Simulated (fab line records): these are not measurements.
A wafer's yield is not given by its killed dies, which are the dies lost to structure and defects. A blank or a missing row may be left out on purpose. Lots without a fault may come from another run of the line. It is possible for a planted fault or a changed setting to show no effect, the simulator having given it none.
The tool behind it: which one? || flow nand_harc || 12 lots, 36 wafers sampled, at 4 steps of a route of 1302

WHAT THE GAUGES READ, wafer by wafer
The record holds no reading of a measuring or inspecting step that can be judged against a usual standard deviation.

WHAT TOOL EACH LOT RAN ON (gives the tool, then ch and the chambers of the sampled wafers, and finally the start)
{"lot": "L589", "NHARC_A_WL_FILL_ETCHBACK_05": "rie_metal-01 ch 0,1, day 20 20:43", "NHARC_A_WL_FILL_STRIP_29": "rie_diel-12 ch 0,3, day 21 05:24", "NHARC_A_WL_FILL_CMP_12": "cmp-04 ch 1,2, day 21 12:23", "NHARC_A_CONTACT_SOFTBAKE_37": "litho_track-04 ch 0, day 21 19:00"}
{"lot": "L591", "NHARC_A_WL_FILL_ETCHBACK_05": "rie_metal-02 ch 0,1, day 21 14:11", "NHARC_A_WL_FILL_STRIP_29": "rie_diel-13 ch 0,3, day 22 03:38", "NHARC_A_WL_FILL_CMP_12": "cmp-03 ch 0,1, day 22 09:35", "NHARC_A_CONTACT_SOFTBAKE_37": "litho_track-04 ch 0, day 22 15:00"}
{"lot": "L596", "NHARC_A_WL_FILL_ETCHBACK_05": "rie_metal-01 ch 0,1, day 23 22:02", "NHARC_A_WL_FILL_STRIP_29": "rie_diel-12 ch 1,3, day 24 11:28", "NHARC_A_WL_FILL_CMP_12": "cmp-03 ch 0,2,3, day 24 17:22", "NHARC_A_CONTACT_SOFTBAKE_37": "litho_track-04 ch 0, day 24 23:00"}
{"lot": "L597", "NHARC_A_WL_FILL_ETCHBACK_05": "rie_metal-03 ch 0,1, day 23 22:22", "NHARC_A_WL_FILL_STRIP_29": "rie_diel-13 ch 2,3, day 24 08:15", "NHARC_A_WL_FILL_CMP_12": "cmp-01 ch 0,1,3, day 24 14:11", "NHARC_A_CONTACT_SOFTBAKE_37": "litho_track-01 ch 0, day 24 19:00"}
{"lot": "L598", "NHARC_A_WL_FILL_ETCHBACK_05": "rie_metal-02 ch 0,1, day 24 02:43", "NHARC_A_WL_FILL_STRIP_29": "rie_diel-04 ch 0,1,3, day 24 14:27", "NHARC_A_WL_FILL_CMP_12": "cmp-04 ch 1,3, day 24 20:29", "NHARC_A_CONTACT_SOFTBAKE_37": "litho_track-06 ch 0, day 25 02:00"}
{"lot": "L601", "NHARC_A_WL_FILL_ETCHBACK_05": "rie_metal-02 ch 0,1, day 25 01:45", "NHARC_A_WL_FILL_STRIP_29": "rie_diel-13 ch 1,2, day 25 11:33", "NHARC_A_WL_FILL_CMP_12": "cmp-03 ch 0,1,2, day 25 17:29", "NHARC_A_CONTACT_SOFTBAKE_37": "litho_track-01 ch 0, day 25 23:00"}
{"lot": "L602", "NHARC_A_WL_FILL_ETCHBACK_05": "rie_metal-03 ch 0,1, day 25 01:55", "NHARC_A_WL_FILL_STRIP_29": "rie_diel-04 ch 0,1,2, day 25 11:31", "NHARC_A_WL_FILL_CMP_12": "cmp-01 ch 1,2,3, day 25 17:25", "NHARC_A_CONTACT_SOFTBAKE_37": "litho_track-06 ch 0, day 25 23:00"}
{"lot": "L600", "NHARC_A_WL_FILL_ETCHBACK_05": "rie_metal-03 ch 0,1, day 25 07:33", "NHARC_A_WL_FILL_STRIP_29": "rie_diel-12 ch 0,1,2, day 25 17:40", "NHARC_A_WL_FILL_CMP_12": "cmp-04 ch 0,3, day 25 23:40", "NHARC_A_CONTACT_SOFTBAKE_37": "litho_track-06 ch 0, day 26 05:00"}
{"lot": "L604", "NHARC_A_WL_FILL_ETCHBACK_05": "rie_metal-02 ch 1, day 26 01:37", "NHARC_A_WL_FILL_STRIP_29": "rie_diel-04 ch 0,1,2, day 26 12:32", "NHARC_A_WL_FILL_CMP_12": "cmp-03 ch 2,3, day 26 18:31", "NHARC_A_CONTACT_SOFTBAKE_37": "litho_track-04 ch 0, day 27 01:00"}
{"lot": "L608", "NHARC_A_WL_FILL_ETCHBACK_05": "rie_metal-03 ch 0,1, day 28 03:06", "NHARC_A_WL_FILL_STRIP_29": "rie_diel-04 ch 0,1,3, day 28 13:44", "NHARC_A_WL_FILL_CMP_12": "cmp-01 ch 1,2,3, day 28 19:44", "NHARC_A_CONTACT_SOFTBAKE_37": "litho_track-04 ch 0, day 29 04:00"}
{"lot": "L609", "NHARC_A_WL_FILL_ETCHBACK_05": "rie_metal-01 ch 0,1, day 28 18:56", "NHARC_A_WL_FILL_STRIP_29": "rie_diel-13 ch 1,2, day 29 08:08", "NHARC_A_WL_FILL_CMP_12": "cmp-01 ch 0,1, day 29 12:55", "NHARC_A_CONTACT_SOFTBAKE_37": "litho_track-04 ch 0, day 29 19:00"}
{"lot": "L612", "NHARC_A_WL_FILL_ETCHBACK_05": "rie_metal-03 ch 0,1, day 29 12:10", "NHARC_A_WL_FILL_STRIP_29": "rie_diel-04 ch 0,3, day 29 22:26", "NHARC_A_WL_FILL_CMP_12": "cmp-01 ch 1,2, day 30 04:26", "NHARC_A_CONTACT_SOFTBAKE_37": "litho_track-01 ch 0, day 30 15:00"}
- NHARC_A_WL_FILL_ETCHBACK_05: etches the open film in Cl2/BCl3, target depth 22 nm, time 60 s.
- NHARC_A_WL_FILL_STRIP_29: strips in O2, time 20 s.
- NHARC_A_WL_FILL_CMP_12: polishes, t overpolish 30 s, target thk 100 nm.
- NHARC_A_CONTACT_SOFTBAKE_37: time 55 s.

AS READ BY THE TOOLS THEMSELVES (means over the sampled wafers that have a number; for cases with no such wafer, the mark the record gives instead)
NHARC_A_WL_FILL_ETCHBACK_05. Usual: drypump_motor_current_A 5.83 A, standard deviation 0.24; oes_product_au 1.000 a.u., standard deviation 0.011.
{"lot": "L589", "tool": "rie_metal-01", "drypump_motor_current_A (A)": 5.98, "oes_product_au (a.u.)": 1.009, "flag": ""}
{"lot": "L591", "tool": "rie_metal-02", "drypump_motor_current_A (A)": 5.68, "oes_product_au (a.u.)": 0.996, "flag": ""}
{"lot": "L596", "tool": "rie_metal-01", "drypump_motor_current_A (A)": 5.96, "oes_product_au (a.u.)": 1.019, "flag": ""}
{"lot": "L597", "tool": "rie_metal-03", "drypump_motor_current_A (A)": 5.85, "oes_product_au (a.u.)": 0.990, "flag": ""}
{"lot": "L598", "tool": "rie_metal-02", "drypump_motor_current_A (A)": 5.87, "oes_product_au (a.u.)": 0.988, "flag": ""}
{"lot": "L601", "tool": "rie_metal-02", "drypump_motor_current_A (A)": 5.90, "oes_product_au (a.u.)": 0.992, "flag": ""}
{"lot": "L602", "tool": "rie_metal-03", "drypump_motor_current_A (A)": 5.86, "oes_product_au (a.u.)": 0.998, "flag": ""}
{"lot": "L600", "tool": "rie_metal-03", "drypump_motor_current_A (A)": 5.89, "oes_product_au (a.u.)": 0.994, "flag": ""}
{"lot": "L604", "tool": "rie_metal-02", "drypump_motor_current_A (A)": 5.46, "oes_product_au (a.u.)": 1.000, "flag": ""}
{"lot": "L608", "tool": "rie_metal-03", "drypump_motor_current_A (A)": 5.88, "oes_product_au (a.u.)": 0.993, "flag": ""}
{"lot": "L609", "tool": "rie_metal-01", "drypump_motor_current_A (A)": 5.81, "oes_product_au (a.u.)": 1.010, "flag": ""}
{"lot": "L612", "tool": "rie_metal-03", "drypump_motor_current_A (A)": 5.88, "oes_product_au (a.u.)": 1.003, "flag": ""}

NHARC_A_WL_FILL_STRIP_29. Usual: drypump_motor_current_A 5.6 A, standard deviation 0.51; mfc_ar_sccm 0.007 sccm, standard deviation 0.0099; oes_product_au 0.999 a.u., standard deviation 0.011; rf_vpp_V 57.7 V, standard deviation 0.85; showerhead_plenum_p_Torr 3.51 Torr, standard deviation 0.15; throttle_valve_pct 17.037 %, standard deviation 0.0082.
{"lot": "L589", "tool": "rie_diel-12", "drypump_motor_current_A (A)": 5.5, "mfc_ar_sccm (sccm)": 0.021, "oes_product_au (a.u.)": 0.990, "rf_vpp_V (V)": 58.4, "showerhead_plenum_p_Torr (Torr)": 3.42, "throttle_valve_pct (%)": 17.042, "flag": ""}
{"lot": "L591", "tool": "rie_diel-13", "drypump_motor_current_A (A)": 5.3, "mfc_ar_sccm (sccm)": 0.000, "oes_product_au (a.u.)": 0.998, "rf_vpp_V (V)": 57.7, "showerhead_plenum_p_Torr (Torr)": 3.41, "throttle_valve_pct (%)": 17.036, "flag": ""}
{"lot": "L596", "tool": "rie_diel-12", "drypump_motor_current_A (A)": 5.1, "mfc_ar_sccm (sccm)": 0.008, "oes_product_au (a.u.)": 1.012, "rf_vpp_V (V)": 57.9, "showerhead_plenum_p_Torr (Torr)": 3.57, "throttle_valve_pct (%)": 17.029, "flag": ""}
{"lot": "L597", "tool": "rie_diel-13", "drypump_motor_current_A (A)": 5.3, "mfc_ar_sccm (sccm)": 0.000, "oes_product_au (a.u.)": 1.020, "rf_vpp_V (V)": 58.1, "showerhead_plenum_p_Torr (Torr)": 3.41, "throttle_valve_pct (%)": 17.035, "flag": ""}
{"lot": "L598", "tool": "rie_diel-04", "drypump_motor_current_A (A)": 6.0, "mfc_ar_sccm (sccm)": 0.009, "oes_product_au (a.u.)": 0.995, "rf_vpp_V (V)": 58.5, "showerhead_plenum_p_Torr (Torr)": 3.70, "throttle_valve_pct (%)": 17.023, "flag": ""}
{"lot": "L601", "tool": "rie_diel-13", "drypump_motor_current_A (A)": 5.1, "mfc_ar_sccm (sccm)": 0.004, "oes_product_au (a.u.)": 1.013, "rf_vpp_V (V)": 58.0, "showerhead_plenum_p_Torr (Torr)": 3.32, "throttle_valve_pct (%)": 17.043, "flag": ""}
{"lot": "L602", "tool": "rie_diel-04", "drypump_motor_current_A (A)": 5.9, "mfc_ar_sccm (sccm)": 0.009, "oes_product_au (a.u.)": 0.990, "rf_vpp_V (V)": 58.4, "showerhead_plenum_p_Torr (Torr)": 3.63, "throttle_valve_pct (%)": 17.032, "flag": ""}
{"lot": "L600", "tool": "rie_diel-12", "drypump_motor_current_A (A)": 6.0, "mfc_ar_sccm (sccm)": 0.005, "oes_product_au (a.u.)": 1.001, "rf_vpp_V (V)": 58.3, "showerhead_plenum_p_Torr (Torr)": 3.50, "throttle_valve_pct (%)": 17.035, "flag": ""}
{"lot": "L604", "tool": "rie_diel-04", "drypump_motor_current_A (A)": 5.9, "mfc_ar_sccm (sccm)": 0.009, "oes_product_au (a.u.)": 0.996, "rf_vpp_V (V)": 58.4, "showerhead_plenum_p_Torr (Torr)": 3.63, "throttle_valve_pct (%)": 17.036, "flag": ""}
{"lot": "L608", "tool": "rie_diel-04", "drypump_motor_current_A (A)": 6.0, "mfc_ar_sccm (sccm)": 0.009, "oes_product_au (a.u.)": 0.997, "rf_vpp_V (V)": 57.8, "showerhead_plenum_p_Torr (Torr)": 3.69, "throttle_valve_pct (%)": 17.037, "flag": ""}
{"lot": "L609", "tool": "rie_diel-13", "drypump_motor_current_A (A)": 5.2, "mfc_ar_sccm (sccm)": 0.007, "oes_product_au (a.u.)": 0.994, "rf_vpp_V (V)": 57.2, "showerhead_plenum_p_Torr (Torr)": 3.33, "throttle_valve_pct (%)": 17.036, "flag": ""}
{"lot": "L612", "tool": "rie_diel-04", "drypump_motor_current_A (A)": 6.3, "mfc_ar_sccm (sccm)": 0.017, "oes_product_au (a.u.)": 0.987, "rf_vpp_V (V)": 57.5, "showerhead_plenum_p_Torr (Torr)": 3.68, "throttle_valve_pct (%)": 17.037, "flag": ""}

NHARC_A_WL_FILL_CMP_12. Usual: motor_current_A 12.4 A, standard deviation 2; overpolish_run_s 30.000 s, standard deviation 0.0093; time_to_endpoint_s 19.8 s, standard deviation 2.7.
{"lot": "L589", "tool": "cmp-04", "motor_current_A (A)": 12.1, "overpolish_run_s (s)": 30.000, "time_to_endpoint_s (s)": 20.6, "flag": ""}
{"lot": "L591", "tool": "cmp-03", "motor_current_A (A)": 11.6, "overpolish_run_s (s)": 30.000, "time_to_endpoint_s (s)": 17.0, "flag": ""}
{"lot": "L596", "tool": "cmp-03", "motor_current_A (A)": 13.7, "overpolish_run_s (s)": 30.011, "time_to_endpoint_s (s)": 21.6, "flag": ""}
{"lot": "L597", "tool": "cmp-01", "motor_current_A (A)": 11.9, "overpolish_run_s (s)": 30.004, "time_to_endpoint_s (s)": 15.5, "flag": ""}
{"lot": "L598", "tool": "cmp-04", "motor_current_A (A)": 12.4, "overpolish_run_s (s)": 29.993, "time_to_endpoint_s (s)": 16.8, "flag": ""}
{"lot": "L601", "tool": "cmp-03", "motor_current_A (A)": 11.7, "overpolish_run_s (s)": 30.007, "time_to_endpoint_s (s)": 22.3, "flag": ""}
{"lot": "L602", "tool": "cmp-01", "motor_current_A (A)": 11.7, "overpolish_run_s (s)": 29.999, "time_to_endpoint_s (s)": 17.5, "flag": ""}
{"lot": "L600", "tool": "cmp-04", "motor_current_A (A)": 11.8, "overpolish_run_s (s)": 30.006, "time_to_endpoint_s (s)": 22.7, "flag": ""}
{"lot": "L604", "tool": "cmp-03", "motor_current_A (A)": 14.4, "overpolish_run_s (s)": 29.990, "time_to_endpoint_s (s)": 23.5, "flag": ""}
{"lot": "L608", "tool": "cmp-01", "motor_current_A (A)": 12.0, "overpolish_run_s (s)": 30.002, "time_to_endpoint_s (s)": 18.6, "flag": ""}
{"lot": "L609", "tool": "cmp-01", "motor_current_A (A)": 11.5, "overpolish_run_s (s)": 30.004, "time_to_endpoint_s (s)": 22.0, "flag": ""}
{"lot": "L612", "tool": "cmp-01", "motor_current_A (A)": 11.8, "overpolish_run_s (s)": 30.003, "time_to_endpoint_s (s)": 18.8, "flag": ""}

NHARC_A_CONTACT_SOFTBAKE_37. Usual: heater_power_total_W reads 188.44 W (standard deviation 0.14).
{"lot": "L589", "tool": "litho_track-04", "heater_power_total_W (W)": 188.46, "flag": ""}
{"lot": "L591", "tool": "litho_track-04", "heater_power_total_W (W)": 188.34, "flag": ""}
{"lot": "L596", "tool": "litho_track-04", "heater_power_total_W (W)": 188.39, "flag": ""}
{"lot": "L597", "tool": "litho_track-01", "heater_power_total_W (W)": 188.39, "flag": ""}
{"lot": "L598", "tool": "litho_track-06", "heater_power_total_W (W)": 188.40, "flag": ""}
{"lot": "L601", "tool": "litho_track-01", "heater_power_total_W (W)": 188.24, "flag": ""}
{"lot": "L602", "tool": "litho_track-06", "heater_power_total_W (W)": 188.37, "flag": ""}
{"lot": "L600", "tool": "litho_track-06", "heater_power_total_W (W)": 188.51, "flag": ""}
{"lot": "L604", "tool": "litho_track-04", "heater_power_total_W (W)": 188.38, "flag": ""}
{"lot": "L608", "tool": "litho_track-04", "heater_power_total_W (W)": 182.28, "flag": "OFF"}
{"lot": "L609", "tool": "litho_track-04", "heater_power_total_W (W)": 182.35, "flag": "OFF"}
{"lot": "L612", "tool": "litho_track-01", "heater_power_total_W (W)": 188.33, "flag": ""}

THE ANSWER, worked out from the rows above alone
Rule: take the mean of a lot's wafers that have a number; if it is more than 3 standard deviations from the usual mean, the lot is off. Also off: a lot with no number at a reading for which 4 or more lots have one. Where the step has rows for the other lots, those lots are counted as sound. Order of review: gauges by route order, followed by the tools' own readings, for which a lot's mean as printed above is used. The first step at which some lot is off is used, and at that step the reading that is off furthest; a lot without a number counts as furthest.
Off: L608, L609 (NHARC_A_CONTACT_SOFTBAKE_37, heater_power_total_W).
A tool fits if, at that step or a process step before it, it ran every lot that is off, and no sound lot after the first of them. One fits: litho_track-04 at NHARC_A_CONTACT_SOFTBAKE_37. A fault onset in the window from L604 (day 27 01:00, its last sound lot) to L608 (day 29 04:00, its first lot off) fits.
The tool's own readings at NHARC_A_CONTACT_SOFTBAKE_37 bear it out: on the lots that are off they differ by more than 5 times the standard deviation of the sound lots' means. heater_power_total_W reads 182.31 W there against 188.38 W on the sound lots.

WHAT THE SIMULATOR HAD PUT IN
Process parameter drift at NHARC_A_CONTACT_SOFTBAKE_37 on litho_track-04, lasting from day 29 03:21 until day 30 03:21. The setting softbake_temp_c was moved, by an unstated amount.
Struck lots among those shown: L608, L609. The rule above reached the same finding.
